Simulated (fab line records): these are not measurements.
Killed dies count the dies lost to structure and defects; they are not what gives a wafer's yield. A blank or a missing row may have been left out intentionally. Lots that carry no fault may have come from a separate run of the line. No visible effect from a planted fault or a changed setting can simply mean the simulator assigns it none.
Which tool did it?    flow n5_finfet    Sampling: 24 lots, 72 wafers, 3 of 1938 route steps

## WHAT EACH GAUGE READ, for each wafer
N5_HKMG_FIN_CD_MEAS_12 targets a cd of 92.8 nm.
lot   measured      on         cd_nm (nm)
L074  day 4 10:43   cd_sem-03  92.8 94.3 93.2
L075  day 4 10:52   cd_sem-03  92.5 91.4 93.6
L076  day 4 12:32   cd_sem-03  93.0 92.4 92.0
L077  day 4 18:37   cd_sem-02  92.6 93.4 92.5
L078  day 5 06:31   cd_sem-02  93.7 94.0 93.6
L079  day 5 10:52   cd_sem-03  92.4 92.5 92.6
L080  day 5 18:17   cd_sem-03  91.6 90.1 92.8
L081  day 6 04:27   cd_sem-01  91.9 93.0 91.3
L082  day 6 05:54   cd_sem-01  94.6 93.9 93.3
L083  day 6 12:37   cd_sem-03  93.3 94.3 93.5
L084  day 6 22:29   cd_sem-02  93.1 94.0 93.2
L085  day 7 05:02   cd_sem-01  93.9 94.1 93.0
L086  day 7 08:28   cd_sem-02  94.1 91.7 93.0
L087  day 7 11:39   cd_sem-03  93.0 93.6 94.1
L088  day 7 15:22   cd_sem-02  94.0 94.2 94.1
L089  day 7 21:53   cd_sem-02  92.8 91.5 93.1
L090  day 8 04:00   cd_sem-03  91.2 93.1 92.6
L091  day 8 08:03   cd_sem-02  93.5 92.1 91.3
L092  day 8 14:07   cd_sem-03  92.6 92.6 92.2
L093  day 8 21:40   cd_sem-03  91.6 90.7 93.3
L094  day 9 05:48   cd_sem-02  92.9 92.6 93.2
L095  day 9 13:04   cd_sem-02  92.7 92.7 93.1
L096  day 9 14:17   cd_sem-02  93.3 93.3 93.0
L097  day 10 01:32  cd_sem-03  92.4 93.0 91.4

N5_GATE_CUT_CD_MEAS_13 targets a cd of 20 nm.
lot   measured      on         cd_nm (nm)
L074  day 4 21:01   cd_sem-03  20.0 20.7 20.2
L075  day 4 21:07   cd_sem-03  20.4 20.4 19.8
L076  day 4 23:28   cd_sem-01  19.9 20.3 19.9
L077  day 5 05:13   cd_sem-02  20.0 20.3 19.8
L078  day 5 15:04   cd_sem-01  20.5 19.6 19.9
L079  day 5 19:59   cd_sem-02  20.1 19.5 19.5
L080  day 6 04:04   cd_sem-02  20.6 20.3 20.5
L081  day 6 13:02   cd_sem-01  20.4 20.1 20.7
L082  day 6 14:28   cd_sem-03  20.5 20.8 20.3
L083  day 6 20:59   cd_sem-03  19.8 20.2 19.7
L084  day 7 06:37   cd_sem-02  19.5 19.7 19.5
L085  day 7 14:07   cd_sem-03  20.1 19.5 20.1
L086  day 7 16:59   cd_sem-01  20.0 20.1 20.0
L087  day 7 19:59   cd_sem-03  19.9 20.1 19.6
L088  day 7 23:25   cd_sem-03  20.0 20.0 20.3
L089  day 8 06:29   cd_sem-01  20.1 20.4 20.4
L090  day 8 13:29   cd_sem-02  20.6 20.5 20.0
L091  day 8 16:20   cd_sem-02  19.8 19.8 19.4
L092  day 8 23:10   cd_sem-03  20.7 20.8 20.5
L093  day 9 05:44   cd_sem-01  20.0 20.1 20.8
L094  day 9 14:15   cd_sem-03  20.1 20.5 20.4
L095  day 9 21:29   cd_sem-01  19.8 20.1 19.9
L096  day 9 23:41   cd_sem-02  20.0 20.2 20.1
L097  day 10 10:00  cd_sem-01  19.5 19.8 19.4

## WHICH TOOL RAN EACH LOT (tool, then ch and the chambers of the sampled wafers, then the start)
lot   N5_HKMG_FIN_ALD_91
L074  ald_metal-02 ch 0,1,3, day 4 12:08
L075  ald_metal-03 ch 0,2,3, day 4 12:28
L076  ald_metal-03 ch 0,1,3, day 4 13:37
L077  ald_metal-01 ch 0,3, day 4 19:41
L078  ald_metal-01 ch 0,1, day 5 08:04
L079  ald_metal-01 ch 1,2,3, day 5 12:06
L080  ald_metal-03 ch 0,2,3, day 5 20:14
L081  ald_metal-03 ch 1,2, day 6 05:31
L082  ald_metal-02 ch 0,2, day 6 07:00
L083  ald_metal-01 ch 0,3, day 6 13:51
L084  ald_metal-03 ch 0,3, day 6 23:33
L085  ald_metal-01 ch 1,2, day 7 06:51
L086  ald_metal-03 ch 1,2, day 7 09:56
L087  ald_metal-02 ch 1,2,3, day 7 12:58
L088  ald_metal-02 ch 0,1,3, day 7 16:26
L089  ald_metal-03 ch 0,2, day 7 23:08
L090  ald_metal-02 ch 1,2, day 8 05:04
L091  ald_metal-03 ch 1,2, day 8 09:07
L092  ald_metal-03 ch 0,1, day 8 15:52
L093  ald_metal-03 ch 0,2, day 8 22:44
L094  ald_metal-01 ch 0,1,3, day 9 06:58
L095  ald_metal-02 ch 0,1,3, day 9 14:13
L096  ald_metal-02 ch 0,2,3, day 9 16:22
L097  ald_metal-02 ch 2,3, day 10 02:53
- N5_HKMG_FIN_ALD_91: deposits TiN, target thk 1 nm, pulse time 1 s, purge time 3 s.

## WHAT THE TOOLS THEMSELVES READ (means of the sampled wafers that have a number; where no wafer has one, the mark that the record gives instead)
N5_HKMG_FIN_ALD_91.
lot   tool          heater_power_w (W)  precursor_pulse_height_rel
L074  ald_metal-02  873                 1.009
L075  ald_metal-03  907                 0.979
L076  ald_metal-03  902                 1.006
L077  ald_metal-01  916                 0.998
L078  ald_metal-01  870                 0.968
L079  ald_metal-01  923                 0.981
L080  ald_metal-03  920                 1.002
L081  ald_metal-03  793                 1.012
L082  ald_metal-02  776                 0.976
L083  ald_metal-01  856                 0.999
L084  ald_metal-03  950                 0.995
L085  ald_metal-01  938                 1.019
L086  ald_metal-03  811                 1.009
L087  ald_metal-02  909                 0.997
L088  ald_metal-02  883                 0.999
L089  ald_metal-03  904                 0.990
L090  ald_metal-02  941                 1.002
L091  ald_metal-03  817                 1.002
L092  ald_metal-03  856                 1.001
L093  ald_metal-03  865                 1.008
L094  ald_metal-01  938                 0.995
L095  ald_metal-02  886                 0.987
L096  ald_metal-02  839                 0.996
L097  ald_metal-02  886                 1.015

## THE ANSWER, worked out from the rows above alone
Rule: the usual values come from the lots themselves. The widest of any qualifying gaps counts: lots, ordered by their means at a reading, are off when they make up no more than a third of the lots, leave a main group of 4 or more, and stand apart from it by 3 or more times the standard deviation of that group's means. The tables above print the reading to a certain number of digits; a main group whose means all agree to those digits is not used. Also off: a lot with no number at a reading for which 4 or more lots have one. Where the step has rows for the other lots, those lots are counted as sound. Order of review: gauges by route order, followed by the tools' own readings, for which a lot's mean as printed above is used. At the first step where some lot is off, the reading lying furthest off is the one used; lots without a number count as furthest.
Nothing can be told from this: no lot is off at any reading shown.

## WHAT THE SIMULATOR PUT IN
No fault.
